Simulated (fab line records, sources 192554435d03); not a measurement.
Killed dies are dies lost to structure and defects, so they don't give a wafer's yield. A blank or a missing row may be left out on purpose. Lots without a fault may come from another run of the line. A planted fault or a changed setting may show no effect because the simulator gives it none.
fab line records | flow n5_finfet
record lots=4 wafers=12 last_day=18
route steps=1938 shown BEOL_M11@1593 BEOL_M12@1602
lots that met no fault: from a run of the same line without faults
start_h: hours from the record's first day to the start of the lot's first wafer shown | wait_h: hours since the lot's step before | " the same as in the row above | L1.1+2: a row that stands for several wafers | - no value, or no start given | * or withheld: withheld | < > ~ a bound
route shown NAME@n: a module of which the file shows steps, and the number in the route of the first | usual: mean/standard deviation of fault-free wafers | same: alike in all rows | chamber/n: place in a boat | sites: the reading at each site | _std_site: their standard deviation | _edge_site: outer sites' mean less inner sites' | radius_mm: how far each site lies from the wafer's centre | mask NAME#n: copy n | behind: the tool/chamber that last shaped the wafer | hold: why the lot was held/for how many hours/how that ended | device: the transistor (n, p or np) that didn't switch | end of line: the same wafers' tests at the end of the route | a step without rows: its recipe alone | killed: dies lost to structure and defects at the first sort, not the wafer's yield | map: a wafer's dies, x killed, . not, _ none there
set.NAME: the setting as run; set.NAME@STEP: as run at that earlier step | model.NAME: the simulator's own value behind a step, which no gauge read
lots at some steps of the route; a table a step, a row a wafer
services: from which hour (start_h, from the record's first day; less than 0 if before it) a tool's chamber was out of use, for how many hours, and why
## steps
# step N5_BEOL_M11_SPUTTER_48
# recipe material=Cu target_thk_a=120 temp_c=-20 bias_v=60 power_w=26000 chamber_pressure_pa=0.13 time_s=2
# step N5_BEOL_M11_ECD_50
# recipe material=Cu target_thk_a=3180
# step N5_BEOL_M11_ANNEAL_51
# recipe temp_c=225 time_s=90 ambient=N2
# step N5_BEOL_M11_CMP_52
# recipe stop_on=SiCOH_lowk t_overpolish_s=7 down_force_psi=1 platen_rpm=50 clearing_platen_down_force_psi=1.5 clearing_platen_rpm=50 post_cmp_clean=cu_alkaline target_thk_nm=140 clearing_platen_pad_velocity_m_s=0.99484 pad_velocity_m_s=0.99484
# step N5_BEOL_M11_PRE_CLEAN_55
# recipe gas=NH3 time_s=15 temp_c=withheld rf_power_w=300
# step N5_BEOL_M11_DEP_56
# recipe material=SiCN target_thk_a=300 temp_c=withheld precursor=3MS/NH3 pressure_torr=3 rf_w=675 time_s=10.5
# step N5_BEOL_M12_ILD_DEP_00
# recipe material=SiOC target_thk_a=6589.2 temp_c=350 precursor=DEMS/O2 pressure_torr=5 rf_w=500 time_s=130.7
# step N5_BEOL_M12_COAT_58
# recipe resist=BARC temp_c=205 time_s=60 spin_rpm=1500 resist_thk_nm=89
# step N5_BEOL_M12_COAT_04
# recipe spin_rpm=1625 resist_thk_nm=400
# usual chill_plate_temp_C=23.00/0.09 spin_speed_rpm=1625.1/1.1
# columns lot.wafer tool chamber start_h wait_h chill_plate_temp_C spin_speed_rpm model.coat_of_BEOL_M12_COAT_04.thk_nm
L765.1 litho_track-02 0 324.06 - 23.06 1624.3 401.6
L765.5 " 0 " " 22.99 1625.6 400.2
L765.6 " 0 " " 22.94 1626.0 401.2
L767.2 litho_track-02 0 350.53 - 22.96 1459.9 424
L767.4 " 0 " " 22.90 1458.5 424.4
L767.6 " 0 " " 22.92 1459.0 423.6
L768.1 litho_track-02 0 351.97 - 23.03 1458.6 421.8
L768.3 " 0 " " 23.08 1460.0 423.2
L768.6 " 0 " " 22.94 1457.4 422.2
L773.1 litho_track-05 0 392.37 - 23.10 1622.8 401
L773.5 " 0 " " 23.10 1624.5 402
L773.6 " 0 " " 23.18 1626.2 400.6
# step N5_BEOL_M12_EBR_06
# recipe solvent=PGMEA ebr_width_mm=1.5
# step N5_BEOL_M12_SOFTBAKE_05
# recipe temp_c=130 time_s=60
# step N5_BEOL_M12_EXPOSE_07
# recipe mask_id=V11 na=0.93 source_shape=conventional sigma_outer=0.6 polarization=unpolarized attpsm_phase_deg=180 dose_mj=32.5
# step N5_BEOL_M12_PEB_08
# recipe peb_temp_c=130 peb_time_s=90
# step N5_BEOL_M12_DEVELOP_09
# recipe develop_time_s=45 rinse_liquid=diw dry=air_spin dev_temp_c=21
# step N5_BEOL_M12_HARDBAKE_14
# recipe temp_c=130 time_s=120
# step N5_BEOL_M12_DESCUM_15
# recipe chemistry=O2 time_s=7.9 source_power_w=50 bias_power_w=20 pressure_mtorr=20 rf_frequency_hz=2.712e+07 temp_c=40 o2_flow_sccm=225
# step N5_BEOL_M12_ETCH_59
# recipe chemistry=N2/H2 target=BARC target_depth_a=890 overetch_a=267 time_s=67.9 ion_energy_ev=200 pressure_mtorr=30 source_w=840 bias_w=150 n2_flow_sccm=200 h2_flow_sccm=200
# step N5_BEOL_M12_VIA_ETCH_16
# recipe chemistry=C4F8/O2/Ar target=SiOC pressure_mtorr=30 source_w=3000 bias_w=700 Ar_flow_sccm=400 C4F8_flow_sccm=15 O2_flow_sccm=8 he_inner_torr=15 he_outer_torr=30 target_depth_a=7248 time_s=withheld ion_energy_ev=250 ends=cleared
# usual drypump_motor_current_A=5.5/0.3 oes_product_au=0.75/0.074 rf_vpp_V=666/3.3 showerhead_plenum_p_Torr=3.45/0.13 throttle_valve_pct=24.05/0.25
# columns lot.wafer tool chamber start_h wait_h drypump_motor_current_A oes_product_au rf_vpp_V showerhead_plenum_p_Torr throttle_valve_pct model.coat_of_BEOL_M12_COAT_04.thk_nm
L765.1 rie_diel-03 3 324.50 0.0 5.4 0.72 667 3.41 24.12 125.4
L765.5 " 1 " " 5.9 0.81 667 3.51 24.35 119.8
L765.6 " 0 " " 5.8 0.78 668 3.47 23.67 125.4
L767.2 rie_diel-01 3 351.10 0.0 5.3 0.73 662 3.28 23.94 147.2
L767.4 " 2 " " 5.8 0.64 661 3.24 24.35 145
L767.6 " 0 " " 5.3 0.86 668 3.48 23.86 144.6
L768.1 rie_diel-03 0 352.56 0.0 5.8 0.76 665 3.46 23.69 146.2
L768.3 " 1 " " 5.8 0.80 668 3.51 24.35 143.6
L768.6 " 3 " " 5.4 0.71 666 3.41 24.15 141.8
L773.1 rie_diel-03 2 392.82 0.0 4.9 0.75 670 3.61 24.43 120
L773.5 " 0 " " 5.8 0.75 665 3.45 23.71 121.4
L773.6 " 3 " " 5.4 0.70 665 3.40 24.15 121.2
# step N5_BEOL_M12_STRIP_63
# recipe chemistry=N2/H2 power_w=1000 temp_c=250 h2_frac=0.65 overash_fraction=0.3 pressure_mtorr=1000 n2_flow_sccm=1750 h2_flow_sccm=3250
# usual drypump_motor_current_A=6.0/0.6 heater_power_w=336/27 n2_flow_sccm=1750/5.5 oes_product_au=0.693/0.0043 strip_time_to_endpoint_s=42.4/0.93
# same overash_fraction=0.3
# columns lot.wafer tool chamber start_h wait_h drypump_motor_current_A heater_power_w n2_flow_sccm oes_product_au rf_hours_counter_h strip_time_to_endpoint_s
L765.1 plasma_asher-01 0 324.70 - 5.3 303 1738 0.688 78 43.1
L765.5 " 0 " " 5.2 297 1741 0.695 - 41.6
L765.6 " 1 " " 6.6 338 1739 0.693 - 43.2
L767.2 plasma_asher-01 1 351.31 - 6.6 337 1757 0.698 83 48.9
L767.4 " 0 " " 5.3 303 1748 0.705 - 48.3
L767.6 " 0 " " 5.3 301 1751 0.700 - 48.3
L768.1 plasma_asher-01 0 352.76 - 5.3 306 1758 0.704 83 48.7
L768.3 " 1 " " 6.6 340 1743 0.695 - 48.0
L768.6 " 1 " " 6.6 330 1752 0.697 - 47.5
L773.1 plasma_asher-01 1 393.02 - 6.6 342 1756 0.689 94 41.7
L773.5 " 1 " " 6.6 334 1754 0.698 - 42.1
L773.6 " 0 " " 5.3 305 1758 0.690 - 42.0
# step N5_BEOL_M12_STRIP_64
# recipe chemistry=N2/H2 power_w=1000 temp_c=250 h2_frac=0.65 overash_fraction=0.3 pressure_mtorr=withheld n2_flow_sccm=1750 h2_flow_sccm=3250
## services
# columns tool chamber start_h hours kind
plasma_asher-01 - 300.37 4.0 repair
rie_diel-03 2 360.21 3.0 repair
rie_diel-01 2 368.58 - clean
rie_diel-01 2 368.58 - consumable_replace:focus_ring
rie_diel-01 2 368.58 - consumable_replace:showerhead
rie_diel-01 2 368.58 24.0 scheduled_down
rie_diel-01 2 368.58 24.0 vent_cycle
## key
first_sign step=N5_BEOL_M12_COAT_04 reading=spin_speed_rpm direction=down sigmas=99+ usual=* struck=*
effect step=N5_BEOL_M12_STRIP_63 reading=strip_time_to_endpoint_s direction=up sigmas=6.4 usual=* struck=*
model_effect step=N5_BEOL_M12_COAT_04 value=coat_of_BEOL_M12_COAT_04.thk_nm without=401 struck=423.2
model_effect step=N5_BEOL_M12_VIA_ETCH_16 value=coat_of_BEOL_M12_COAT_04.thk_nm without=122.5 struck=144.7
met_at N5_BEOL_M12_COAT_04
struck_wafers L767.2,L767.4,L767.6,L768.1,L768.3,L768.6
onset_between 324.06 350.53
fault kind=process_parameter_drift tool=litho_track-02 chamber=- onset_h=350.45 steps=N5_BEOL_M12_COAT_04 channel=spin_rpm offset=* shape=step end_h=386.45 acts_in=* stated=*
